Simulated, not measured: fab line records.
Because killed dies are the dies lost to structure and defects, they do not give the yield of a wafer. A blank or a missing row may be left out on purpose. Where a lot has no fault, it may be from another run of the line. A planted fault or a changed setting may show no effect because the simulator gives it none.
Matching of chambers | flow nandHarc | NHARC_A_BLC_ALD_23 on aldMetal-02 has 4 sister chambers
The step deposits TiN, target thk 3 nm, pulse time 1 s, ald cycles 150. 8 wafers are shown with their chamber, then 8 later ones without.

WAFERS WITH THEIR CHAMBER
wafer  | chamber | heaterPowerW (W) | precursorPulseHeightRel
L077.6 | 1       | 1060             | 1.024
L079.4 | 1       | 1092             | 0.983
L079.5 | 3       | 1212             | 1.016
L079.6 | 2       | 1098             | 1.035
L084.1 | 3       | 1198             | 0.969
L084.3 | 0       | 1076             | 1.021
L084.5 | 0       | 1048             | 0.953
L080.1 | 2       | 1112             | 0.974

WAFERS WITH NO CHAMBER GIVEN
wafer  | heaterPowerW (W) | precursorPulseHeightRel
L080.2 | 1053             | 0.988
L080.4 | 1232             | 1.007
L093.1 | 1080             | 1.003
L093.2 | 1164             | 0.984
L093.5 | 1051             | 1.004
L097.3 | 1031             | 0.994
L097.4 | 1127             | 0.999
L097.6 | 1153             | 1.017

WHICH CHAMBER EACH ONE RAN IN
wafer  | from the rows above          | in truth
L080.2 | can't be placed: 0 or 1      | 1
L080.4 | 3                            | 3
L093.1 | can't be placed: 1 or 0 or 2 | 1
L093.2 | can't be placed: 3 or 2      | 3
L093.5 | can't be placed: 0 or 1      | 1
L097.3 | can't be placed: 0 or 1      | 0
L097.4 | can't be placed: 2 or 1      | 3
L097.6 | can't be placed: 2 or 3 or 1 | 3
Correctly placed: 1 of 8. Not placeable from these rows: 7 (in 6, the candidates include the true chamber). Number placed wrongly: 0.
How it was worked out, from the rows above alone: a wafer's distance from a chamber is the root of the sum, over the readings, of the square of ((its reading less the chamber's mean) divided by the reading's scatter). The wafer belongs to the nearest chamber; if the next one is less than 2 further off, it can't be placed. For every chamber, the mean is computed from those of its wafers that are shown. How the scatter is found: for the shown wafers, subtract from each reading the mean of its chamber, square and add these, divide the total by (wafers less chambers), then take the root.
